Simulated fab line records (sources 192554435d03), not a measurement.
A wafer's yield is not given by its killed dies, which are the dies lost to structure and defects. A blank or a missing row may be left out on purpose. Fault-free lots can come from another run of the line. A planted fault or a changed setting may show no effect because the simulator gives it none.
Matching of chambers + flow n5-finfet + cmp-01 running N5_BEOL_M10_CMP_52: 4 sister chambers
The step polishes, stops on SiCOH lowk, t overpolish 7 s, target thk 140 nm. 16 wafers are shown with their chamber, then 8 later ones without.

== WAFERS WITH THEIR CHAMBER ==
| wafer  | chamber | motor-current-A (A) | time-to-endpoint-s (s) | barrier-field-endpoint-s (s) |
|--------|---------|---------------------|------------------------|------------------------------|
| L076.3 | 1       | 5.5                 | 72                     | 31.0                         |
| L076.4 | 0       | 6.3                 | 65                     | 29.8                         |
| L076.5 | 3       | 5.6                 | 68                     | 30.2                         |
| L081.4 | 0       | 6.7                 | 62                     | 28.8                         |
| L081.5 | 1       | 5.5                 | 71                     | 30.0                         |
| L081.6 | 0       | 6.5                 | 61                     | 27.7                         |
| L080.3 | 1       | 5.6                 | 70                     | 29.6                         |
| L080.4 | 3       | 5.9                 | 60                     | 28.0                         |
| L080.5 | 0       | 6.8                 | 61                     | 28.0                         |
| L085.1 | 1       | 5.5                 | 68                     | 29.6                         |
| L085.2 | 0       | 7.0                 | 61                     | 28.1                         |
| L085.6 | 1       | 5.6                 | 71                     | 30.9                         |
| L090.1 | 2       | 5.9                 | 66                     | 29.8                         |
| L090.2 | 1       | 5.7                 | 70                     | 29.6                         |
| L090.4 | 3       | 6.1                 | 64                     | 29.8                         |
| L089.2 | 3       | 6.0                 | 64                     | 28.9                         |

SIGNATURES, as means of the wafers listed above
| reading                  | chamber 0 | chamber 1 | chamber 2 | chamber 3 | scatter within a chamber |
|--------------------------|-----------|-----------|-----------|-----------|--------------------------|
| motor-current-A          | 6.660     | 5.567     | 5.900     | 5.900     | 0.197                    |
| time-to-endpoint-s       | 62.00     | 70.33     | 66.00     | 64.00     | 2.11                     |
| barrier-field-endpoint-s | 28.480    | 30.117    | 29.800    | 29.225    | 0.813                    |
Rule: a wafer lies at a distance from a chamber equal to the root of the sum of squares, over the readings, of (its reading less the chamber's mean, divided by the reading's scatter). The wafer belongs to the nearest chamber; if the next one is less than 2 further off, it can't be placed. How the scatter is found: for the shown wafers, subtract from each reading the mean of its chamber, square and add these, divide the total by (wafers less chambers), then take the root.

== WAFERS WHOSE CHAMBER IS MISSING ==
| wafer  | motor-current-A (A) | time-to-endpoint-s (s) | barrier-field-endpoint-s (s) |
|--------|---------------------|------------------------|------------------------------|
| L089.4 | 5.6                 | 70                     | 30.2                         |
| L089.5 | 6.7                 | 61                     | 27.9                         |
| L096.2 | 5.5                 | 68                     | 29.0                         |
| L096.3 | 5.6                 | 63                     | 28.4                         |
| L096.5 | 5.4                 | 70                     | 30.3                         |
| L095.3 | 5.2                 | 69                     | 30.1                         |
| L095.4 | 5.9                 | 68                     | 29.5                         |
| L095.5 | 5.4                 | 69                     | 30.1                         |

== EACH ONE'S CHAMBER ==
| wafer  | from the rows above          | in truth |
|--------|------------------------------|----------|
| L089.4 | 1                            | 1        |
| L089.5 | 0                            | 0        |
| L096.2 | can't be placed: 1 or 2 or 3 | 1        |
| L096.3 | can't be placed: 3 or 2      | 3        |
| L096.5 | 1                            | 1        |
| L095.3 | can't be placed: 1 or 2      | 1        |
| L095.4 | can't be placed: 2 or 3 or 1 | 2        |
| L095.5 | can't be placed: 1 or 2      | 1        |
Placed correctly: 3 of 8. These rows do not allow placing 5 (true chamber among the candidates in 5). Placed wrongly: 0.
